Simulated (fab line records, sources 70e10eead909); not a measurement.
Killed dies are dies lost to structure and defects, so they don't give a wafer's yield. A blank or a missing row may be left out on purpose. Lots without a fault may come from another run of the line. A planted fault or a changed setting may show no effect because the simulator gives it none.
fab line records | flow nand_harc
record lots=6 wafers=18 last_day=32
route steps=1302 shown A_CONTACT@1076 A_BLC@1107 END@1302
lots that met no fault: from a run of the same line without faults
start_h: hours from the record's first day to the start of the lot's first wafer shown | wait_h: hours since the lot's step before | " the same as in the row above | L1.1+2: a row that stands for several wafers | - no value, or no start given | * or withheld: withheld | < > ~ a bound
route shown NAME@n: a module of which the file shows steps, and the number in the route of the first | usual: mean/standard deviation of fault-free wafers | same: alike in all rows | chamber/n: place in a boat | sites: the reading at each site | _std_site: their standard deviation | _edge_site: outer sites' mean less inner sites' | radius_mm: how far each site lies from the wafer's centre | mask NAME#n: copy n | behind: the tool/chamber that last shaped the wafer | hold: why the lot was held/for how many hours/how that ended | device: the transistor (n, p or np) that didn't switch | end of line: the same wafers' tests at the end of the route | a step without rows: its recipe alone | killed: dies lost to structure and defects at the first sort, not the wafer's yield | map: a wafer's dies, x killed, . not, _ none there
set.NAME: the setting as run; set.NAME@STEP: as run at that earlier step | model.NAME: the simulator's own value behind a step, which no gauge read
lots at some steps of the route; a table a step, a row a wafer
services: from which hour (start_h, from the record's first day; less than 0 if before it) a tool's chamber was out of use, for how many hours, and why
## steps
# step NHARC_A_CONTACT_PEB_06
# recipe peb_temp_c=100 peb_time_s=65
# step NHARC_A_CONTACT_DEVELOP_07
# recipe develop_time_s=35 dev_temp_c=23
# step NHARC_A_CONTACT_CD_MEAS_08
# recipe target_cd_nm=200 landing_energy_ev=500
# usual cd_nm=200.3/0.65
# same landing_energy_ev=500
# columns lot.wafer tool chamber start_h wait_h cd_nm
L767.1 cd_sem-03 0 523.47 - 201.0
L767.4 " 0 " " 200.7
L767.5 " 0 " " 200.3
L770.2 cd_sem-02 0 566.37 - 200.4
L770.3 " 0 " " 200.4
L770.5 " 0 " " 200.5
L772.1 cd_sem-01 0 584.43 - 201.0
L772.4 " 0 " " 201.2
L772.6 " 0 " " 201.0
L778.2 cd_sem-01 0 644.08 - 200.5
L778.3 " 0 " " 200.1
L778.6 " 0 " " 200.1
L783.3 cd_sem-01 0 693.56 - 199.8
L783.5 " 0 " " 199.4
L783.6 " 0 " " 199.5
L785.1 cd_sem-02 0 708.26 - 199.7
L785.4 " 0 " " 200.5
L785.5 " 0 " " 200.0
# step NHARC_A_CONTACT_OVL_MEAS_09
# usual overlay_x_nm=-0.2/0.83 overlay_y_nm=0.1/0.94
# columns lot.wafer tool chamber start_h wait_h overlay_x_nm overlay_y_nm
L767.1 overlay-01 - 523.55 - 0.6 -1.0
L767.4 " - " " 0.7 -1.5
L767.5 " - " " 1.0 -1.2
L770.2 overlay-02 - 566.46 - 1.2 0.2
L770.3 " - " " 0.4 0.3
L770.5 " - " " 1.2 -0.2
L772.1 overlay-01 - 584.52 - 0.4 -0.5
L772.4 " - " " 0.5 -0.8
L772.6 " - " " 0.0 -0.9
L778.2 overlay-02 - 644.17 - -2.1 1.3
L778.3 " - " " -1.9 1.2
L778.6 " - " " -1.6 1.3
L783.3 overlay-01 - 693.64 - -1.0 0.6
L783.5 " - " " -0.3 1.4
L783.6 " - " " -0.3 0.5
L785.1 overlay-01 - 708.35 - -0.5 2.3
L785.4 " - " " -0.2 2.3
L785.5 " - " " -0.8 1.9
# step NHARC_A_CONTACT_INSPECT_10
# usual raw_defect_count=84/37
# columns lot.wafer tool chamber start_h wait_h raw_defect_count
L767.1 defect_inspect-01 - 523.59 0.0 21
L767.4 " - " " 20
L767.5 " - " " 23
L770.2 defect_inspect-02 - 566.49 0.0 77
L770.3 " - " " 75
L770.5 " - " " 61
L772.1 defect_inspect-02 - 584.56 0.0 87
L772.4 " - " " 63
L772.6 " - " " 77
L778.2 defect_inspect-02 - 644.21 0.0 67
L778.3 " - " " 62
L778.6 " - " " 79
L783.3 defect_inspect-02 - 693.68 0.0 64
L783.5 " - " " 74
L783.6 " - " " 67
L785.1 defect_inspect-02 - 708.39 0.0 120
L785.4 " - " " 122
L785.5 " - " " 119
# step NHARC_A_CONTACT_DESCUM_13
# recipe time_s=3 o2_flow_sccm=200 ar_flow_sccm=0 bias_power_w=0 chemistry=O2
# step NHARC_A_CONTACT_ETCH_88
# recipe target_depth_a=390 over_etch_frac=0.3 time_s=65 ion_energy_ev=80 cf4_flow_sccm=150 ar_flow_sccm=0 rf_w=300 bias_w=100 chemistry=CF4
# usual drypump_motor_current_A=5.9/0.48 oes_product_au=1.000/0.011 rf_vpp_V=150.9/1.3 showerhead_plenum_p_Torr=1.73/0.071 throttle_valve_pct=13.283/0.0089
# columns lot.wafer tool chamber start_h wait_h drypump_motor_current_A oes_product_au rf_hours_counter_h rf_vpp_V showerhead_plenum_p_Torr throttle_valve_pct
L767.1 rie_diel-04 3 523.76 0.1 5.7 0.993 25 149.9 1.69 13.270
L767.5 " 3 " " 5.7 0.986 - 149.7 1.69 13.289
L767.4 " 0 " " 6.6 1.005 - 151.8 1.85 13.293
L770.3 rie_diel-04 2 566.68 0.1 5.8 0.997 3 149.1 1.66 13.278
L770.2 " 3 " " 5.7 0.983 4 152.0 1.69 13.286
L770.5 " 3 " " 5.7 0.994 - 149.4 1.69 13.294
L772.4 rie_diel-04 2 584.70 0.1 5.8 0.996 8 149.5 1.65 13.288
L772.1 " 0 " " 6.6 0.997 6 152.2 1.84 13.289
L772.6 " 3 " " 5.7 0.986 - 149.7 1.69 13.280
L778.2 rie_diel-04 0 644.42 0.1 6.5 1.020 13 153.4 1.84 13.277
L778.3 " 3 " " 5.7 0.987 15 151.5 1.68 13.270
L778.6 " 1 " " 6.0 1.004 - 150.5 1.70 13.282
L783.3 rie_diel-04 0 693.83 0.1 6.6 1.011 19 152.7 1.84 13.288
L783.5 " 3 " " 5.7 0.976 - 150.2 1.68 13.279
L783.6 " 0 " " 6.5 1.013 - 152.9 1.84 13.273
L785.1 rie_diel-01 1 708.54 0.1 6.7 1.015 50 151.7 1.76 13.276
L785.4 " 2 " " 5.7 0.993 49 149.4 1.73 13.294
L785.5 " 1 " " 6.7 1.013 - 151.0 1.76 13.289
# step NHARC_A_CONTACT_ETCH_89
# recipe target_depth_a=2600 over_etch_frac=0.3 time_s=475.3 ion_energy_ev=200 n2_flow_sccm=150 h2_flow_sccm=150 ar_flow_sccm=0 rf_w=400 bias_w=150 chemistry=N2/H2
# step NHARC_A_CONTACT_ETCH_30
# recipe target_depth_a=726 time_s=36.3 cf4_flow_sccm=100 chf3_flow_sccm=30 ar_flow_sccm=0 rf_w=500 bias_w=200 chemistry=CF4/CHF3
# step NHARC_A_CONTACT_ETCH_31
# recipe target_depth_a=28000 over_etch_frac=0.3 time_s=728 ion_energy_ev=150 o2_flow_sccm=400 cos_flow_sccm=20 ar_flow_sccm=0 rf_w=500 bias_w=300 chemistry=O2/COS
# step NHARC_A_CONTACT_ETCH_134
# recipe source_w=withheld pressure_mtorr=20 bias_v=withheld time_s=140 target_depth_a=7000 ar_flow_sccm=withheld c4f8_flow_sccm=withheld o2_flow_sccm=withheld chemistry=C4F8/O2/Ar
# step NHARC_A_CONTACT_ETCH_135
# recipe source_w=withheld pressure_mtorr=20 bias_v=1200 time_s=311 target_depth_a=19120 ar_flow_sccm=withheld c4f8_flow_sccm=withheld o2_flow_sccm=withheld chemistry=C4F8/O2/Ar
# columns lot.wafer tool chamber start_h wait_h rf_hours_counter_h
L767.1 har_cap_etch-01 0 525.24 0.2 2
L767.4 " 0 " " -
L767.5 " 1 " " -
L770.2 har_cap_etch-02 0 567.97 0.2 96
L770.3 " 0 " " -
L770.5 " 1 " " -
L772.1 har_cap_etch-02 0 585.99 0.2 99
L772.4 " 0 " " -
L772.6 " 1 " " -
L778.2 har_cap_etch-02 0 645.67 0.2 112
L778.3 " 1 " " -
L778.6 " 0 " " -
L783.3 har_cap_etch-01 1 695.20 0.2 -
L783.5 " 0 " " -
L783.6 " 1 " " -
L785.1 har_cap_etch-01 1 709.82 0.2 33
L785.4 " 0 " " -
L785.5 " 0 " " -
# step NHARC_A_CONTACT_ETCH_136
# recipe source_w=withheld pressure_mtorr=20 bias_v=1200 time_s=311 target_depth_a=19120 ar_flow_sccm=withheld c4f8_flow_sccm=withheld o2_flow_sccm=withheld chemistry=C4F8/O2/Ar
# columns lot.wafer tool chamber start_h wait_h rf_hours_counter_h
L767.1 har_cap_etch-01 0 525.51 0.2 2
L767.4 " 0 " " -
L767.5 " 1 " " -
L770.2 har_cap_etch-02 0 568.24 0.2 96
L770.3 " 0 " " -
L770.5 " 1 " " -
L772.1 har_cap_etch-02 0 586.26 0.2 99
L772.4 " 0 " " -
L772.6 " 1 " " -
L778.2 har_cap_etch-02 0 645.94 0.2 112
L778.3 " 1 " " -
L778.6 " 0 " " -
L783.3 har_cap_etch-01 1 695.47 0.2 -
L783.5 " 0 " " -
L783.6 " 1 " " -
L785.1 har_cap_etch-01 1 710.09 0.2 34
L785.4 " 0 " " -
L785.5 " 0 " " -
# step NHARC_A_CONTACT_ETCH_137
# recipe source_w=withheld pressure_mtorr=20 bias_v=1200 time_s=311 target_depth_a=19120 ar_flow_sccm=withheld c4f8_flow_sccm=withheld o2_flow_sccm=withheld chemistry=C4F8/O2/Ar
# step NHARC_A_CONTACT_ETCH_138
# recipe source_w=withheld pressure_mtorr=20 bias_v=1200 time_s=311 target_depth_a=19140 ar_flow_sccm=withheld c4f8_flow_sccm=withheld o2_flow_sccm=withheld chemistry=C4F8/O2/Ar
# columns lot.wafer tool chamber start_h wait_h rf_hours_counter_h
L767.1 har_cap_etch-01 0 526.06 0.2 3
L767.4 " 0 " " -
L767.5 " 1 " " -
L770.2 har_cap_etch-02 0 568.78 0.2 96
L770.3 " 0 " " -
L770.5 " 1 " " -
L772.1 har_cap_etch-02 0 586.81 0.2 99
L772.4 " 0 " " -
L772.6 " 1 " " -
L778.2 har_cap_etch-02 0 646.48 0.2 113
L778.3 " 1 " " -
L778.6 " 0 " " -
L783.3 har_cap_etch-01 1 696.02 0.2 -
L783.5 " 0 " " -
L783.6 " 1 " " -
L785.1 har_cap_etch-01 1 710.63 0.2 34
L785.4 " 0 " " -
L785.5 " 0 " " -
# step NHARC_A_CONTACT_ETCH_139
# recipe source_w=withheld pressure_mtorr=20 bias_v=400 time_s=195 target_depth_a=8400 ar_flow_sccm=withheld c4f8_flow_sccm=11.5 o2_flow_sccm=7.2 chemistry=C4F8/O2/Ar
# step NHARC_A_CONTACT_ETCH_92
# recipe target_depth_a=400 over_etch_frac=0.5 time_s=85.7 ion_energy_ev=120 ch3f_flow_sccm=50 o2_flow_sccm=30 ar_flow_sccm=200 rf_w=500 bias_w=100 chemistry=CH3F/O2
# usual drypump_motor_current_A=5.9/0.49 o2_flow_sccm=30.00/0.093 oes_product_au=0.932/0.019 rf_vpp_V=243.9/1.7 showerhead_plenum_p_Torr=2.42/0.11 throttle_valve_pct=20.663/0.0092
# columns lot.wafer tool chamber start_h wait_h drypump_motor_current_A o2_flow_sccm oes_product_au rf_hours_counter_h rf_vpp_V showerhead_plenum_p_Torr throttle_valve_pct
L767.1 rie_diel-06 3 526.86 0.5 6.5 29.93 0.928 11 245.9 2.66 20.657
L767.4 " 1 " " 5.5 30.01 0.923 11 245.9 2.50 20.654
L767.5 " 2 " " 5.0 30.03 0.925 - 246.0 2.41 20.669
L770.3 rie_diel-04 3 569.58 0.4 5.7 30.18 0.920 4 241.7 2.34 20.678
L770.2 " 1 " " 6.0 29.96 0.919 3 241.2 2.37 20.664
L770.5 " 3 " " 5.7 29.93 0.919 - 243.4 2.34 20.649
L772.1 rie_diel-01 3 587.60 0.5 4.9 29.95 0.929 11 242.6 2.31 20.669
L772.4 " 2 " " 5.7 29.98 0.924 9 242.9 2.42 20.654
L772.6 " 0 " " 5.5 30.01 0.935 - 245.1 2.43 20.649
L778.3 rie_diel-04 2 647.34 0.4 5.8 30.08 0.922 18 241.3 2.29 20.664
L778.2 " 3 " " 5.6 29.89 0.917 16 241.0 2.34 20.659
L778.6 " 0 " " 6.6 29.86 0.942 - 247.1 2.56 20.672
L783.3 rie_diel-04 2 696.75 0.4 5.8 29.82 0.941 23 241.8 2.29 20.663
L783.5 " 3 " " 5.7 29.95 0.925 - 244.2 2.33 20.655
L783.6 " 0 " " 6.6 29.97 0.954 - 245.5 2.56 20.661
L785.1 rie_diel-01 0 711.43 0.5 5.5 29.98 0.934 55 244.1 2.41 20.661
L785.4 " 1 " " 6.8 30.02 0.931 50 244.1 2.45 20.674
L785.5 " 3 " " 4.9 30.04 0.922 - 241.8 2.30 20.665
# step NHARC_A_CONTACT_ETCH_98
# recipe target_depth_a=200 over_etch_frac=0.5 time_s=10 ion_energy_ev=250 c4f6_flow_sccm=25 o2_flow_sccm=20 ar_flow_sccm=500 rf_w=600 bias_w=500 chemistry=C4F6/O2
# usual drypump_motor_current_A=5.9/0.47 o2_flow_sccm=20.00/0.055 oes_product_au=0.949/0.016 rf_vpp_V=545/3.4 showerhead_plenum_p_Torr=3.85/0.16 throttle_valve_pct=26.902/0.0094
# columns lot.wafer tool chamber start_h wait_h drypump_motor_current_A o2_flow_sccm oes_product_au rf_hours_counter_h rf_vpp_V showerhead_plenum_p_Torr throttle_valve_pct
L767.4 rie_diel-06 2 - - 5.0 19.93 0.955 10 545 3.85 26.892
L767.1 " 0 " " 5.6 20.00 0.943 12 550 4.05 26.914
L767.5 " 3 " " 6.5 20.09 0.962 - 553 4.22 26.914
L770.3 rie_diel-04 0 - - 6.6 19.99 0.970 3 550 4.09 26.931
L770.2 " 1 " " 6.0 20.02 0.957 3 544 3.79 26.903
L770.5 " 3 " " 5.7 20.00 0.940 - 542 3.74 26.912
L772.4 rie_diel-01 0 - - 5.5 20.08 0.947 12 546 3.88 26.915
L772.1 " 2 " " 5.7 19.99 0.932 9 545 3.87 26.909
L772.6 " 1 " " 6.8 20.04 0.947 - 547 3.93 26.886
L778.3 rie_diel-04 1 - - 5.9 19.97 0.953 16 545 3.78 26.896
L778.2 " 3 " " 5.7 19.98 0.933 16 542 3.74 26.900
L778.6 " 2 " " 5.9 20.03 0.945 - 542 3.67 26.900
L783.3 rie_diel-04 1 - - 5.9 20.04 0.954 21 545 3.78 26.916
L783.5 " 3 " " 5.7 19.94 0.952 - 544 3.73 26.899
L783.6 " 0 " " 6.6 19.96 0.972 - 551 4.08 26.927
L785.4 rie_diel-01 1 - - 6.8 20.04 0.957 50 546 3.91 26.908
L785.1 " 2 " " 5.7 20.02 0.940 50 546 3.84 26.904
L785.5 " 1 " " 6.7 19.98 0.959 - 548 3.91 26.907
# step NHARC_A_CONTACT_CD_MEAS_15
# usual cd_nm=189.9/0.67
# columns lot.wafer tool chamber start_h wait_h cd_nm
L767.1 cd_sem-01 - 527.06 - 189.3
L767.4 " - " " 189.2
L767.5 " - " " 189.7
L770.2 cd_sem-02 - 569.82 - 190.2
L770.3 " - " " 190.1
L770.5 " - " " 190.3
L772.1 cd_sem-01 - 587.84 - 189.8
L772.4 " - " " 190.2
L772.6 " - " " 190.2
L778.2 cd_sem-01 - 647.53 - 189.5
L778.3 " - " " 189.6
L778.6 " - " " 189.7
L783.3 cd_sem-02 - 696.93 - 189.7
L783.5 " - " " 188.9
L783.6 " - " " 189.3
L785.1 cd_sem-02 - 711.63 - 188.8
L785.4 " - " " 189.5
L785.5 " - " " 189.3
# step NHARC_A_CONTACT_STRIP_107
# recipe n2_flow_sccm=150 h2_flow_sccm=150 ar_flow_sccm=0 bias_w=0 chemistry=N2/H2
# step NHARC_A_CONTACT_STRIP_108
# recipe cf4_flow_sccm=100 chf3_flow_sccm=30 ar_flow_sccm=0 bias_w=0 chemistry=CF4/CHF3
# step NHARC_A_CONTACT_STRIP_109
# recipe o2_flow_sccm=400 cos_flow_sccm=20 ar_flow_sccm=0 bias_w=0 chemistry=O2/COS
# step NHARC_A_CONTACT_ETCH_110
# recipe target_depth_a=600 overetch_a=60 time_s=33 ion_energy_ev=100 cf4_flow_sccm=80 o2_flow_sccm=20 ar_flow_sccm=0 rf_w=300 bias_w=100 chemistry=CF4/O2
# step NHARC_A_CONTACT_STRIP_26
# recipe o2_flow_sccm=500 ar_flow_sccm=0 bias_w=0 chemistry=O2
# step NHARC_A_CONTACT_STRIP_27
# recipe time_s=600 temp_c=30 chemistry=post_etch_residue_remover
# step NHARC_A_CONTACT_ALD_18
# recipe target_thk_a=30 pulse_time_s=1 ald_cycles=150 temp_c=450 material=TiN
# step NHARC_A_CONTACT_CVD_19
# recipe target_thk_a=3000 temp_c=300 pressure_torr=40 wf6_flow_sccm=40 h2_flow_sccm=1600 ar_flow_sccm=1560 time_s=802 material=W
# step NHARC_A_CONTACT_CMP_20
# recipe t_overpolish_s=30 target_thk_nm=300
# step NHARC_A_CONTACT_SRD_22
# step NHARC_A_BLC_DEHYDRATE_00
# recipe temp_c=150 time_s=120
# step NHARC_A_BLC_HMDS_01
# recipe time_s=30
# step NHARC_A_BLC_COAT_02
# recipe temp_c=260 time_s=75
# step NHARC_A_BLC_COAT_03
# recipe temp_c=225 time_s=65
# step NHARC_A_BLC_COAT_04
# recipe spin_rpm=1500 resist_thk_nm=90
# step NHARC_A_BLC_SOFTBAKE_05
# recipe temp_c=105 time_s=55
# step NHARC_A_BLC_EBR_06
# step NHARC_A_BLC_EXPOSE_07
# recipe na=1.35 target_cd_nm=100 dose_mj=67.97 mask_id=A_BLC
# step NHARC_A_BLC_PEB_08
# recipe peb_temp_c=100 peb_time_s=65
# step NHARC_A_BLC_DEVELOP_09
# recipe develop_time_s=35 dev_temp_c=23
# step NHARC_A_BLC_CD_MEAS_10
# recipe target_cd_nm=100 landing_energy_ev=500
# usual cd_nm=99.9/0.64
# same landing_energy_ev=500
# columns lot.wafer tool chamber start_h wait_h cd_nm
L767.1 cd_sem-02 0 529.87 - 100.1
L767.4 " 0 " " 99.2
L767.5 " 0 " " 99.6
L770.2 cd_sem-03 0 572.79 - 100.0
L770.3 " 0 " " 99.5
L770.5 " 0 " " 99.5
L772.1 cd_sem-01 0 590.84 - 99.5
L772.4 " 0 " " 99.7
L772.6 " 0 " " 99.1
L778.2 cd_sem-01 0 650.53 - 100.4
L778.3 " 0 " " 100.4
L778.6 " 0 " " 100.2
L783.3 cd_sem-01 0 699.88 - 99.6
L783.5 " 0 " " 99.5
L783.6 " 0 " " 99.3
L785.1 cd_sem-02 0 714.71 - 99.2
L785.4 " 0 " " 99.7
L785.5 " 0 " " 99.2
# step NHARC_END_SORT_01
# recipe temp_c=25
# usual killed_at_array=53/19 killed_at_other=0.7/1.1 killed_at_periphery=4.2/2.7 killed_dies=58/18 killed_open=3.1/1.9 killed_short=2.5/1.6
# same gross_dies=677
# columns lot.wafer tool chamber start_h wait_h killed_at_array killed_at_other killed_at_periphery killed_dies killed_open killed_short
L770.2 prober-01 0 616.95 2.8 115 0 4 119 3 4
L770.3 prober-01 0 617.75 3.1 121 0 3 124 5 1
L770.5 prober-01 0 619.36 3.7 108 0 4 112 4 3
L772.1 prober-02 0 636.37 2.5 132 2 5 139 5 2
L772.4 prober-02 0 638.76 3.4 135 2 4 141 3 1
L772.6 prober-02 0 640.36 4.0 115 3 9 127 5 4
# killed by level:class
L770.2 A_CONTACT:unspecified=80 A_CHANNEL_HOLE_D2:chamber_film_flake=20 P_GATE:chamber_film_flake=3 A_CHANNEL_HOLE_D1:chamber_film_flake=3 A_STAIRCASE:chamber_film_flake=3 A_SOURCE_PLATE:geometric_particle:short=2 P_CONTACT:geometric_particle:open=1 A_CHANNEL_HOLE_D1:geometric_particle:short=1
L770.3 A_CONTACT:unspecified=84 A_CHANNEL_HOLE_D2:chamber_film_flake=20 A_DECK1_JOINT:chamber_film_flake=5 A_CHANNEL_HOLE_D1:chamber_film_flake=4 A_CHANNEL_FILL_D1:geometric_particle:open=2 P_GATE:chamber_film_flake=2 P_STI:geometric_particle:open=1 A_CHANNEL_FILL_D2:geometric_particle:short=1
L770.5 A_CONTACT:unspecified=63 A_CHANNEL_HOLE_D2:chamber_film_flake=29 A_WL_FILL:chamber_film_flake=4 A_CONTACT:chamber_film_flake=3 A_M0:geometric_particle:open=2 A_CHANNEL_HOLE_D1:chamber_film_flake=2 P_GATE:geometric_particle:short=1 P_CONTACT:geometric_particle:open=1
L772.1 A_CONTACT:unspecified=91 A_CHANNEL_HOLE_D1:chamber_film_flake=19 A_CHANNEL_HOLE_D2:chamber_film_flake=17 A_CHANNEL_FILL_D2:geometric_particle:open=2 THIN_TSV:chamber_film_flake=2 P_GATE:geometric_particle:open=1 P_M0:geometric_particle:open=1 P_M1:geometric_particle:open=1
L772.4 A_CONTACT:unspecified=91 A_CHANNEL_HOLE_D1:chamber_film_flake=27 A_CHANNEL_HOLE_D2:chamber_film_flake=10 P_STI:chamber_film_flake=2 THIN_TSV:chamber_film_flake=2 P_CONTACT:geometric_particle:open=1 A_CHANNEL_FILL_D1:geometric_particle:open=1 A_CHANNEL_HOLE_D2:geometric_particle:short=1
L772.6 A_CONTACT:unspecified=57 A_CHANNEL_HOLE_D1:chamber_film_flake=35 A_CHANNEL_HOLE_D2:chamber_film_flake=8 P_GATE:chamber_film_flake=6 A_CHANNEL_FILL_D1:geometric_particle:short=3 A_CONTACT:chamber_film_flake=3 THIN_TSV:chamber_film_flake=3 P_ZERO_WELL:chamber_film_flake=2
# map L770.3 (x killed, . not)
____________.____________
_________xx....x_________
_______..........._______
______..xxx........______
_____.......x......._____
____.................____
____.........x.......____
___........x..........___
___...................___
__............xx......x__
__.....................__
_......................._
_......................._
_......................x_
_......................._
_......................._
.................x.......
.........................
.........................
.........................
...x............xx......x
_...............x......._
_..............xxxx.x..._
_.............xxxxxxx..._
_............xxxxxxxx..._
_............xxxxxxxx..._
__...........xxxxxxxxx.__
__...........xxxxxxxxx.__
___.....x....xxxxxxxxx___
___...........xxxxxxx.___
____..........xxxxxx.____
____..x..x...xxxxxxxx____
_____......xxxx.xxx._____
______....x.xxxxxx.______
_______....xxxxx.._______
_________.xxxxxx_________
____________x____________
# map L772.4 (x killed, . not)
____________.____________
_________....x.._________
_______.....x.x..._______
______..........x..______
_____.......x......._____
____.........xx......____
____.................____
___........x.x.xx.....___
___............x......___
__..x.........x........__
__.....................__
_......................._
_......................._
_...................x..._
_......................._
_......................._
.........................
.........................
................x........
...............x.........
..................x......
_.............x..xxx...._
_.............xxxx.xx..._
_...........x.xxxxxx...._
_...........xxxxxxxxxx.._
_...........xxxxxxxxxx.._
__.x....x....xxxxxxxx..__
__...x..x.x.xxxxxxxxxx.__
___....xx..x..xxxxxxx.___
___x......xx.xxxxxxxx.___
____...x.xx..xxxxxxxx____
____....xx..xxxxxxx.x____
_____...xxxx..xxxxxx_____
______.xx.x....xx.x______
_______x.xx......._______
_________xx....._________
____________.____________
## services
# columns tool chamber start_h hours kind
rie_diel-04 0 511.46 - clean
rie_diel-04 1 511.46 - clean
rie_diel-04 2 511.46 - clean
rie_diel-04 3 511.46 - clean
rie_diel-04 2 521.24 4.1 repair
rie_diel-01 3 528.71 7.8 repair
rie_diel-04 - 532.46 9.0 pm
rie_diel-04 0 532.46 9.0 vent_cycle
rie_diel-04 1 532.46 9.0 vent_cycle
rie_diel-04 2 532.46 9.0 vent_cycle
rie_diel-04 3 532.46 9.0 vent_cycle
rie_diel-04 0 541.46 - clean
rie_diel-04 1 541.46 - clean
rie_diel-04 2 541.46 - clean
rie_diel-04 3 541.46 - clean
rie_diel-01 - 558.26 9.0 pm
rie_diel-04 0 566.59 - clean
rie_diel-04 1 566.59 - clean
rie_diel-06 0 595.74 4.3 repair
rie_diel-04 3 651.48 5.8 repair
rie_diel-06 2 654.40 3.1 repair
rie_diel-06 - 661.25 9.0 pm
rie_diel-04 - 665.26 1.2 repair
rie_diel-04 - 709.46 9.0 pm
## key
first_sign step=NHARC_END_SORT_01 reading=killed_dies direction=up sigmas=3.8 usual=58 struck=127
effect step=NHARC_END_SORT_01 reading=killed_at_array direction=up sigmas=3.7 usual=53 struck=121
more_kills_born_at NHARC_A_CONTACT_ETCH_136@har_cap_etch-02=462
met_at NHARC_A_CONTACT_ETCH_136
struck_wafers L770.2,L770.3,L770.5,L772.1,L772.4,L772.6
tester_left_out L770,L772
fault kind=chamber_particle_source tool=har_cap_etch-02 chamber=- onset_h=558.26 steps=NHARC_A_CONTACT_ETCH_136 rate_per_visit_cm2=0.89796 end_h=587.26
# tester_left_out: of these lots the tester's yield and bins aren't shown, on N5 and GAA mostly nor the transistor test; their killed dies are dies lost to structure and defects alone, not to doping, threshold or leakage, so they don't give the yield
